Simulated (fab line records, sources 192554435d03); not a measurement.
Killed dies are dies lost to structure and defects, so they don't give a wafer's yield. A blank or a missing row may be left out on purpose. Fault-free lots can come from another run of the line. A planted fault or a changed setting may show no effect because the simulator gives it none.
Matching of chambers :: flow n5 finfet :: 3 sister chambers for N5_BEOL_M5_CURE_80 on uv cure-03
The step cures SiCOH lowk, time 120 s. 3 wafers are shown with their chamber, then 7 later ones without.

EACH WAFER AND ITS CHAMBER
wafer: L086.5
chamber: 0
wafer_temp_C_max: 371.7

wafer: L089.6
chamber: 2
wafer_temp_C_max: 371.2

wafer: L092.5
chamber: 1
wafer_temp_C_max: 371.4

WAFERS MISSING THEIR CHAMBER
wafer: L092.6
wafer_temp_C_max: 371.1

wafer: L095.1
wafer_temp_C_max: 371.2

wafer: L095.3
wafer_temp_C_max: 371.3

wafer: L095.5
wafer_temp_C_max: 371.7

wafer: L095.2
wafer_temp_C_max: 371.3

wafer: L095.4
wafer_temp_C_max: 371.1

wafer: L095.6
wafer_temp_C_max: 371.5

WHICH CHAMBER EACH ONE RAN IN
wafer: L092.6
from the rows above: 2
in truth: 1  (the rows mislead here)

wafer: L095.1
from the rows above: 2
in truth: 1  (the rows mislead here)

wafer: L095.3
from the rows above: can't be placed: 1 or 2
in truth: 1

wafer: L095.5
from the rows above: 0
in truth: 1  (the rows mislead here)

wafer: L095.2
from the rows above: can't be placed: 1 or 2
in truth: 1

wafer: L095.4
from the rows above: 2
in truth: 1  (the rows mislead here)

wafer: L095.6
from the rows above: can't be placed: 1 or 0
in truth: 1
Placed correctly: 0 of 7. From these rows, 3 cannot be placed; in 3 the true chamber is one of the candidates. Placed wrongly: 4.
How it was worked out, from the rows above alone: a wafer's distance from a chamber is the root of the sum, over the readings, of the square of ((its reading less the chamber's mean) divided by the reading's scatter). If the next closest chamber is less than 2 further off than the closest, the wafer can't be placed; otherwise it belongs to the closest. Each chamber's mean is taken over the wafers shown for it. The scatter (one wafer shown for each chamber): square how far every hidden wafer sits from the nearest shown wafer, average those squares and take the square root.
